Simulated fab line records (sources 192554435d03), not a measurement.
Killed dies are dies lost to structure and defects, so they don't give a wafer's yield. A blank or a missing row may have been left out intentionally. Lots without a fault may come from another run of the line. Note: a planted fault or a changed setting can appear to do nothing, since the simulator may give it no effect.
Problem report, 8D (eight disciplines) form, completed by code + flow n5_finfet + the parts of the form that need people (team, actions taken, sign-off) are left out

1. THE PROBLEM
Mean of etch_rf_on_time_s at N5_FIN_SAQP_HM_OPEN_33: 95.2 s across 2 wafers in 2 lots; on wafers with no fault it is 69.6 s (standard deviation 1). That is +26 standard deviations from the usual mean.
The step: chemistry CH3F/O2, target SiNx, target depth 49.4 nm, time 70.6 s.
First seen on wafer L180.3, day 7 10:01, on rie_diel-01. At this step, 27 wafers from 9 lots have a number in the record. By rule, "out" or "out of limits" means more than 4 standard deviations away from the usual mean. The other wafers with a number count as sound.

2. WHAT THIS IS AND IS NOT
| question                    | is                | is not                                                                                        |
|-----------------------------|-------------------|-----------------------------------------------------------------------------------------------|
| which readings at this step | etch_rf_on_time_s | drypump_motor_current_A, oes_f_703_au, rf_vpp_V, showerhead_plenum_p_Torr, throttle_valve_pct |
| which lots                  | L180, L182        | L159, L162, L164, L166, L168, L173, L179                                                      |
| which wafers of those lots  | L180.3, L182.6    | L180.2, L180.5, L182.4, L182.5                                                                |
| read on which tools         | rie_diel-01       | rie_diel-03, rie_diel-05                                                                      |
| when                        | from day 7 10:01  | up to then (23 sound wafers); but 2 sound wafers of L182 came after                           |

3. SUSPECTS, AND WHAT RULES EACH OUT
Counting: a tool at a process step up to the reading stays a suspect if it ran every lot that is out. Sound lots after the first of them don't rule it out here, since some wafers of a struck lot are sound.
- rie_diel-03 at N5_FIN_SAQP_SPACER2_ETCHBACK_29 (etches SiO2 in CHF3/O2, target depth 12.2 nm, time 6.1 s): kept. Every lot that is out went through it, the first being L180 (day 7 09:44); the last sound lot it ran before that was L173 (day 5 15:26).
- rie_diel-01 at N5_FIN_SAQP_HM_OPEN_33 (chemistry CH3F/O2, target SiNx, target depth 49.4 nm, time 70.6 s): kept. Every lot that is out went through it, the first being L180 (day 7 10:01); the last sound lot it ran before that was L179 (day 7 04:14). Out on those wafers are its own readings of etch_rf_on_time_s.
- In rie_diel-01 at N5_FIN_SAQP_HM_OPEN_33, the wafers that are out were processed in chamber 1 and their sound lot-mates in chambers 2, 3.
After counting, rie_diel-03 at N5_FIN_SAQP_SPACER2_ETCHBACK_29 and rie_diel-01 at N5_FIN_SAQP_HM_OPEN_33 remain.

4. THE CAUSE (what the simulator had put in)
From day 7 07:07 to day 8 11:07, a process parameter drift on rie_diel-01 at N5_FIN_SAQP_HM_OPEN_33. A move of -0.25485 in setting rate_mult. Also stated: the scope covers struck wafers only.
This tool is one of the 2 suspects left after counting.

5. THE EFFECT CHAIN, in route order
One row per reading whose mean, taken over the struck wafers that have a number, lies over 3 standard deviations from the usual. Only readings for which the record gives a usual standard deviation are gone through. hours: the time from each lot's start at the first step in this table that gives one to its start at this step, as a median over the lots. sigmas: the change in usual standard deviations.
| hours | step                   | reading           | usual  | on struck wafers | change | sigmas |
|-------|------------------------|-------------------|--------|------------------|--------|--------|
| 0     | N5_FIN_SAQP_HM_OPEN_33 | etch_rf_on_time_s | 69.6 s | 95.2             | +25.6  | +26    |
The process steps in it:
- N5_FIN_SAQP_HM_OPEN_33: chemistry CH3F/O2, target SiNx, target depth 49.4 nm, time 70.6 s.
Later measuring or inspecting steps at which every struck wafer that the step has a row for has a number for every such reading, and none has moved that far: N5_BEOL_M4_RC_MEAS_101.

6. WHAT WOULD HAVE CAUGHT IT SOONER
3 hours passed between the start of the fault at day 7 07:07 and the first reading out of limits in this record, taken at day 7 10:01.
